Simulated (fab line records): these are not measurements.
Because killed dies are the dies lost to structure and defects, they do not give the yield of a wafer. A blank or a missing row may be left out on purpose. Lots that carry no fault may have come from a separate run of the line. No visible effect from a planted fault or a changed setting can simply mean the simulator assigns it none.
Matching of chambers | flow nand harc | NHARC_A_STAIRCASE_DESCUM_11 on rie diel-02 has 4 sister chambers
The step chemistry O2, time 3 s. 4 wafers are shown with their chamber, then 8 later ones without.

== EACH WAFER AND ITS CHAMBER ==
wafer  | chamber | drypump motor current A (A)
L078.2 | 1       | 5.0
L079.1 | 2       | 5.7
L079.3 | 0       | 6.3
L081.2 | 3       | 6.4

== WAFERS WITHOUT THEIR CHAMBER ==
wafer  | drypump motor current A (A)
L081.4 | 6.3
L081.5 | 5.1
L083.1 | 6.3
L083.4 | 5.6
L083.6 | 6.3
L084.2 | 6.3
L084.4 | 6.5
L084.6 | 5.1

== CHAMBER TAKEN BY EACH ==
wafer  | from the rows above     | in truth
L081.4 | can't be placed: 0 or 3 | 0
L081.5 | 1                       | 1
L083.1 | can't be placed: 0 or 3 | 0
L083.4 | 2                       | 2
L083.6 | can't be placed: 0 or 3 | 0
L084.2 | can't be placed: 0 or 3 | 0
L084.4 | can't be placed: 3 or 0 | 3
L084.6 | 1                       | 1
Placed correctly: 3 of 8. Can't be placed from these rows: 5 (the true chamber is among the candidates in 5). Wrongly placed: 0.
How it was worked out, from the rows above alone: a wafer's distance from a chamber is the root of the sum, over the readings, of the square of ((its reading less the chamber's mean) divided by the reading's scatter). If the next closest chamber is less than 2 further off than the closest, the wafer can't be placed; otherwise it belongs to the closest. A chamber's mean is the mean of its shown wafers. The scatter: root of mean squared gap, hidden wafer to nearest shown wafer, with one shown wafer a chamber.
